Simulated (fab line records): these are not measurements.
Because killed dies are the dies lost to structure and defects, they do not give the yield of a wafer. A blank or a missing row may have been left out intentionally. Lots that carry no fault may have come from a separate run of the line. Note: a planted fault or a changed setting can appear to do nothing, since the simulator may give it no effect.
2 desks looking at one fault || flow n5Finfet || what lay behind the numbers comes last; until then each desk has only its own

== THE METROLOGY DESK ==
What the gauges read, lot by lot, whatever tool the lot ran on: means of the sampled wafers that have a number. Any lot whose mean is over 4 standard deviations away from the usual mean is out of limits and marked OUT; that distance is given in the brackets.
Columns: A = M14_ILD_THK at N5_BEOL_M14_THK_MEAS_01, usual 1120 nm
{"lot": "L445", "first seen here": "day 10 21:07", "A": 1113}
{"lot": "L446", "first seen here": "day 11 00:25", "A": 1117}
{"lot": "L448", "first seen here": "day 11 11:29", "A": 1118}
{"lot": "L449", "first seen here": "day 11 16:15", "A": 1093}
{"lot": "L451", "first seen here": "day 12 06:06", "A": 1145}
{"lot": "L452", "first seen here": "day 12 23:56", "A": 1116}
{"lot": "L456", "first seen here": "day 14 02:12", "A": "1192 (+4.0) OUT"}
{"lot": "L459", "first seen here": "day 14 05:41", "A": 1114}
{"lot": "L460", "first seen here": "day 14 06:20", "A": "1234 (+6.4) OUT"}
{"lot": "L464", "first seen here": "day 15 18:23", "A": 1136}
{"lot": "L467", "first seen here": "day 16 21:34", "A": 1116}
This desk's result: L456, L460 out of limits, first on L456 (M14_ILD_THK at N5_BEOL_M14_THK_MEAS_01), day 14 02:12. L445, L446, L448, L449, L451, L452, L459, L464, L467 stayed within limits.

== THE TOOL OWNER'S DESK: pecvd-01 ==
The tool's own readings at N5_BEOL_M14_ILD_DEP_00 (deposits SiO2 from TEOS/O2, target thk 1119.3 nm, time 237.4 s): means of the sampled wafers that have a number, for each lot that ran on this tool. Any lot whose mean is over 4 standard deviations away from the usual mean is out of limits and marked OUT; that distance is given in the brackets.
Columns: A = heaterPowerW at N5_BEOL_M14_ILD_DEP_00, usual 562 W; B = runLengthS at N5_BEOL_M14_ILD_DEP_00, usual 280.6 s; C = showerheadPlenumPTorr at N5_BEOL_M14_ILD_DEP_00, usual 8.335 Torr; D = throttleValvePct at N5_BEOL_M14_ILD_DEP_00, usual 18.5 %
{"lot": "L445", "first seen here": "day 10 20:55", "A": 581, "B": 280.2, "C": 8.342, "D": 18.1}
{"lot": "L446", "first seen here": "day 11 00:13", "A": 566, "B": 280.5, "C": 8.356, "D": 18.0}
{"lot": "L452", "first seen here": "day 12 23:46", "A": 572, "B": 280.7, "C": 8.329, "D": 18.3}
{"lot": "L456", "first seen here": "day 14 02:01", "A": 606, "B": "300.6 (+38) OUT", "C": 8.364, "D": 17.6}
{"lot": "L460", "first seen here": "day 14 06:09", "A": 510, "B": "299.7 (+37) OUT", "C": 8.326, "D": 18.3}
Finding of this desk: L456, L460 out of limits; the first was L456 at day 14 02:01, on runLengthS at N5_BEOL_M14_ILD_DEP_00. L445, L446, L452 stayed within limits.

== ALL TOGETHER ==
The tool owner's desk had the chance to raise an alarm at day 14 02:01 on L456, L460.
At day 14 02:12 the metrology desk could have sounded an alarm, on L456, L460.
N5_BEOL_M14_ILD_DEP_00 was run on pecvd-01 by each of the lots named.

== WHAT WAS PUT IN BY THE SIMULATOR ==
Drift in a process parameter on pecvd-01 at N5_BEOL_M14_ILD_DEP_00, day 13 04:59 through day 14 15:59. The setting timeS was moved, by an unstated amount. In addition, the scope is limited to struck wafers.
Shown lots that were struck: L456, L460.
Time in hours from fault onset to the first out-of-limits reading at each desk: tool owner's desk 21, metrology desk 21.
